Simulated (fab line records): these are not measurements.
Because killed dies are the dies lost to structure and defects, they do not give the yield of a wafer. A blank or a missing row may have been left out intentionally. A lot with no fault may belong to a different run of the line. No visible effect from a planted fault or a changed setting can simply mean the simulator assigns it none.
Which of the tools did it? | flow n5Finfet | 28 wafers from 10 lots sampled at 5 of the route's 1938 steps

== WHAT EACH GAUGE READ, for each wafer ==
N5_BEOL_M3_INSPECT_30: inspects for defects (brightfield). Usual: rawDefectCount 440, standard deviation 100.
lot  | measured     | on               | rawDefectCount | flag
L807 | day 8 04:36  | defectInspect-02 | 321 384 389    | 
L810 | day 8 14:35  | defectInspect-01 | 417 427 350    | 
L814 | day 8 15:46  | defectInspect-02 | 326 277 391    | 
L815 | day 9 03:31  | defectInspect-01 | 420 545 509    | 
L816 | day 9 09:02  | defectInspect-02 | 256 443        | 
L821 | day 11 00:45 | defectInspect-01 | 403 501 382    | 
L822 | day 11 04:40 | defectInspect-02 | 386 403 314    | 
L823 | day 11 07:08 | defectInspect-01 | 491 463 565    | 
L829 | day 12 10:36 | defectInspect-02 | 350 418        | 
L828 | day 13 00:24 | defectInspect-02 | 501 451 495    | 

N5_BEOL_M4_RC_MEAS_101. Usual: DIBL_N 36.6 mV/V, standard deviation 2.1; DIBL_P 36.5 mV/V, standard deviation 2.7; IOFF_N 0.17 nA/um, standard deviation 0.043; IOFF_P 0.22 nA/um, standard deviation 0.045; ION_N 674 uA/um, standard deviation 17; ION_P 461 uA/um, standard deviation 9.9; SS_N 71.7 mV/dec, standard deviation 0.79; SS_P 73.4 mV/dec, standard deviation 0.79; VT_N 249 mV, standard deviation 4; VT_P -250 mV, standard deviation 3.3.
lot  | measured     | on        | DIBL_N (mV/V)  | DIBL_P (mV/V)  | IOFF_N (nA/um) | IOFF_P (nA/um) | ION_N (uA/um) | ION_P (uA/um) | SS_N (mV/dec)  | SS_P (mV/dec)  | VT_N (mV)   | VT_P (mV)      | flag
L807 | day 8 20:52  | prober-01 | 33.1 34.9 38.3 | 33.5 36.1 39.8 | 0.10 0.14 0.22 | 0.14 0.18 0.24 | 647 658 696   | 443 454 469   | 70.5 71.3 72.1 | 71.6 73.0 73.2 | 258 252 244 | -256 -254 -251 | 
L810 | day 9 08:06  | prober-02 | 34.9 35.6 36.0 | 34.8 34.2 34.3 | 0.16 0.17 0.17 | 0.26 0.25 0.25 | 695 653 679   | 487 460 465   | 71.3 71.6 71.9 | 72.6 73.1 73.2 | 249 250 248 | -244 -245 -246 | 
L814 | day 9 17:14  | prober-01 | 35.3 32.8 32.1 | 37.4 33.5 33.0 | 0.13 0.10 0.10 | 0.21 0.16 0.15 | 659 664 662   | 456 462 459   | 71.8 70.7 71.0 | 73.9 72.6 72.1 | 252 256 257 | -251 -254 -254 | 
L815 | day 10 02:48 | prober-01 | 35.0 36.8 34.8 | 36.0 37.5 35.0 | 0.16 0.17 0.15 | 0.23 0.24 0.20 | 689 670 680   | 474 458 468   | 71.0 71.2 70.5 | 73.7 73.5 72.8 | 247 249 250 | -247 -247 -251 | 
L816 | day 10 02:13 | prober-02 | 35.5 37.8      | 36.0 38.4      | 0.15 0.19      | 0.23 0.27      | 673 682       | 467 478       | 71.9 72.0      | 73.6 74.2      | 248 249     | -246 -246      | 
L821 | day 11 13:39 | prober-02 | 34.3 39.3 37.2 | 33.8 40.0 37.4 | 0.13 0.23 0.18 | 0.17 0.26 0.22 | 665 699 682   | 460 466 461   | 71.2 72.1 71.0 | 74.0 74.0 73.3 | 250 242 248 | -251 -248 -249 | 
L822 | day 12 05:59 | prober-01 | 39.8 36.4 31.1 | 41.0 36.3 30.7 | 0.22 0.14 0.09 | 0.27 0.19 0.13 | 696 658 644   | 465 452 447   | 72.8 71.2 69.8 | 74.6 72.9 72.0 | 245 255 257 | -246 -252 -255 | 
L823 | day 12 10:00 | prober-02 | 37.2 39.3 35.4 | 38.4 40.1 35.7 | 0.15 0.21 0.14 | 0.22 0.26 0.18 | 660 677 668   | 455 462 460   | 72.0 72.3 71.1 | 73.3 73.8 72.7 | 252 245 248 | -249 -247 -250 | 
L829 | day 15 04:58 | prober-02 | 34.8 33.9      | 32.7 32.3      | 0.12 0.10      | 0.14 0.14      | 672 645       | 456 446       | 70.9 70.4      | 72.0 72.4      | 254 257     | -254 -256      | 
L828 | day 14 02:22 | prober-02 | 36.5 40.9 36.9 | 38.2 43.3 38.2 | 0.16 0.30 0.18 | 0.23 0.37 0.23 | 661 712 682   | 455 483 462   | 71.5 72.4 71.4 | 74.0 75.4 74.2 | 251 240 247 | -251 -245 -251 | 

== WHICH TOOL RAN EACH LOT (tool, then ch and the chambers of the sampled wafers, then the start) ==
lot  | N5_BEOL_M3_HM_DEP_02        | N5_BEOL_M3_ETCH_77                | N5_BEOL_M3_ETCH_41
L807 | pvdSputter-01, day 8 03:09  | rieDiel-04 ch 0,1, day 8 04:40    | rieDiel-05 ch 0,1,2, day 8 20:52 or earlier
L810 | pvdSputter-02, day 8 13:08  | rieDiel-04 ch 0,2,3, day 8 14:39  | rieDiel-02 ch 1,2,3, day 9 08:06 or earlier
L814 | pvdSputter-03, day 8 14:16  | rieDiel-05 ch 0,1,3, day 8 15:50  | rieDiel-04 ch 0,3, day 9 17:14 or earlier
L815 | pvdSputter-03, day 9 01:55  | rieDiel-05 ch 0,3, day 9 03:35    | rieDiel-05 ch 1,3, day 10 02:48 or earlier
L816 | pvdSputter-01, day 9 07:12  | rieDiel-02 ch 0,1, day 9 09:06    | rieDiel-02 ch 0,3, day 10 02:13 or earlier
L821 | pvdSputter-03, day 10 23:11 | rieDiel-02 ch 0,1,2, day 11 00:49 | rieDiel-04 ch 1,2,3, day 11 13:39 or earlier
L822 | pvdSputter-03, day 11 02:38 | rieDiel-04 ch 1,3, day 11 04:46   | rieDiel-05 ch 1,2,3, day 12 05:59 or earlier
L823 | pvdSputter-01, day 11 05:39 | rieDiel-05 ch 0,2, day 11 07:17   | rieDiel-02 ch 1,2,3, day 12 10:00 or earlier
L829 | pvdSputter-02, day 12 09:05 | rieDiel-04 ch 1,2, day 12 10:40   | rieDiel-02 ch 1, day 15 04:58 or earlier
L828 | pvdSputter-02, day 12 22:45 | rieDiel-04 ch 0,1,3, day 13 00:28 | rieDiel-02 ch 1,2,3, day 14 02:22 or earlier
- N5_BEOL_M3_HM_DEP_02: deposits TiN, target thk 20 nm.
- N5_BEOL_M3_ETCH_77: etches underlayer in N2/H2, target depth 6.5 nm, time 5.2 s.
- N5_BEOL_M3_ETCH_41: etches SiCN in CH3F/O2, target depth 29.9 nm, time 52.5 s.

== WHAT THE TOOLS THEMSELVES READ (means of the sampled wafers that have a number; where no wafer has one, the mark that the record gives instead) ==
N5_BEOL_M3_HM_DEP_02. Usual: throttleValvePct 30.2 %, standard deviation 0.9.
lot  | tool          | throttleValvePct (%) | flag
L807 | pvdSputter-01 | 29.4                 | 
L810 | pvdSputter-02 | 30.2                 | 
L814 | pvdSputter-03 | 30.8                 | 
L815 | pvdSputter-03 | 31.1                 | 
L816 | pvdSputter-01 | 30.0                 | 
L821 | pvdSputter-03 | 30.8                 | 
L822 | pvdSputter-03 | 31.2                 | 
L823 | pvdSputter-01 | 29.5                 | 
L829 | pvdSputter-02 | 29.8                 | 
L828 | pvdSputter-02 | 30.1                 | 

N5_BEOL_M3_ETCH_77. Usual: drypumpMotorCurrentA 5.6 A, standard deviation 0.5; etchRfOnTimeS 5.25 s, standard deviation 0.15; oesProductAu 0.67 a.u., standard deviation 0.086; rfVppV 524.7 V, standard deviation 2.7; showerheadPlenumPTorr 2.57 Torr, standard deviation 0.082; throttleValvePct 17.9 %, standard deviation 0.36.
lot  | tool       | drypumpMotorCurrentA (A) | etchRfOnTimeS (s) | oesProductAu (a.u.) | rfVppV (V) | showerheadPlenumPTorr (Torr) | throttleValvePct (%) | flag
L807 | rieDiel-04 | 5.9                      | 5.10              | 0.67                | 522.4      | 2.50                         | 17.8                 | 
L810 | rieDiel-04 | 5.1                      | 5.23              | 0.74                | 526.4      | 2.62                         | 17.5                 | 
L814 | rieDiel-05 | 5.8                      | 5.32              | 0.59                | 524.5      | 2.56                         | 18.2                 | 
L815 | rieDiel-05 | 6.1                      | 5.17              | 0.60                | 526.1      | 2.59                         | 18.2                 | 
L816 | rieDiel-02 | 5.9                      | 5.43              | 0.61                | 526.0      | 2.58                         | 18.1                 | 
L821 | rieDiel-02 | 5.9                      | 5.28              | 0.68                | 523.2      | 2.56                         | 18.0                 | 
L822 | rieDiel-04 | 5.4                      | 5.18              | 0.68                | 523.0      | 2.52                         | 17.7                 | 
L823 | rieDiel-05 | 6.2                      | 8.24              | 0.55                | 525.9      | 2.57                         | 17.9                 | OFF
L829 | rieDiel-04 | 5.6                      | 5.05              | 0.77                | 526.6      | 2.64                         | 17.9                 | 
L828 | rieDiel-04 | 5.5                      | 5.21              | 0.77                | 527.6      | 2.66                         | 17.5                 | 

N5_BEOL_M3_ETCH_41. Usual: CH3F_flow_sccm 30.00 sccm, standard deviation 0.081; drypumpMotorCurrentA 5.6 A, standard deviation 0.43; oesProductAu 0.79 a.u., standard deviation 0.099; rfVppV 297.8 V, standard deviation 1.6; showerheadPlenumPTorr 2.03 Torr, standard deviation 0.066; throttleValvePct 16.32 %, standard deviation 0.29.
lot  | tool       | CH3F_flow_sccm (sccm) | drypumpMotorCurrentA (A) | oesProductAu (a.u.) | rfVppV (V) | showerheadPlenumPTorr (Torr) | throttleValvePct (%) | flag
L807 | rieDiel-05 | 30.05                 | 5.9                      | 0.78                | 296.7      | 1.99                         | 16.30                | 
L810 | rieDiel-02 | 30.03                 | 5.7                      | 0.76                | 298.3      | 2.06                         | 16.47                | 
L814 | rieDiel-04 | 30.01                 | 5.1                      | 0.90                | 298.4      | 2.08                         | 15.88                | 
L815 | rieDiel-05 | 30.05                 | 5.4                      | 0.68                | 296.7      | 1.95                         | 16.38                | 
L816 | rieDiel-02 | 30.00                 | 5.7                      | 0.79                | 297.9      | 2.06                         | 16.28                | 
L821 | rieDiel-04 | 30.04                 | 5.4                      | 0.78                | 296.9      | 1.99                         | 16.32                | 
L822 | rieDiel-05 | 30.00                 | 5.5                      | 0.85                | 296.0      | 1.94                         | 16.13                | 
L823 | rieDiel-02 | 30.06                 | 5.6                      | 0.83                | 298.8      | 2.05                         | 16.35                | 
L829 | rieDiel-02 | 30.08                 | 5.9                      | 0.70                | 298.4      | 2.06                         | 16.61                | 
L828 | rieDiel-02 | 29.97                 | 5.6                      | 0.83                | 297.5      | 2.05                         | 16.37                | 

== THE ANSWER, worked out from the rows above alone ==
Rule: a lot is off if the mean of its wafers that have a number lies more than 3 standard deviations from the usual mean. A lot without any number at a reading at which 4 lots or more have one is off too. Any other lot the step has rows for is counted as sound. First the gauges in route order, then the tools' own readings, where a lot's mean is used as printed above. At the first step where some lot is off, the reading lying furthest off is the one used; lots without a number count as furthest.
Off, at N5_BEOL_M3_ETCH_77 on etchRfOnTimeS: L823.
A tool fits if, at that step or a process step before it, it ran every lot that is off, and no sound lot after the first of them. Undecided on this evidence; 2 tools fit (pvdSputter-01 at N5_BEOL_M3_HM_DEP_02, rieDiel-05 at N5_BEOL_M3_ETCH_77).

== WHAT THE SIMULATOR HAD PUT IN ==
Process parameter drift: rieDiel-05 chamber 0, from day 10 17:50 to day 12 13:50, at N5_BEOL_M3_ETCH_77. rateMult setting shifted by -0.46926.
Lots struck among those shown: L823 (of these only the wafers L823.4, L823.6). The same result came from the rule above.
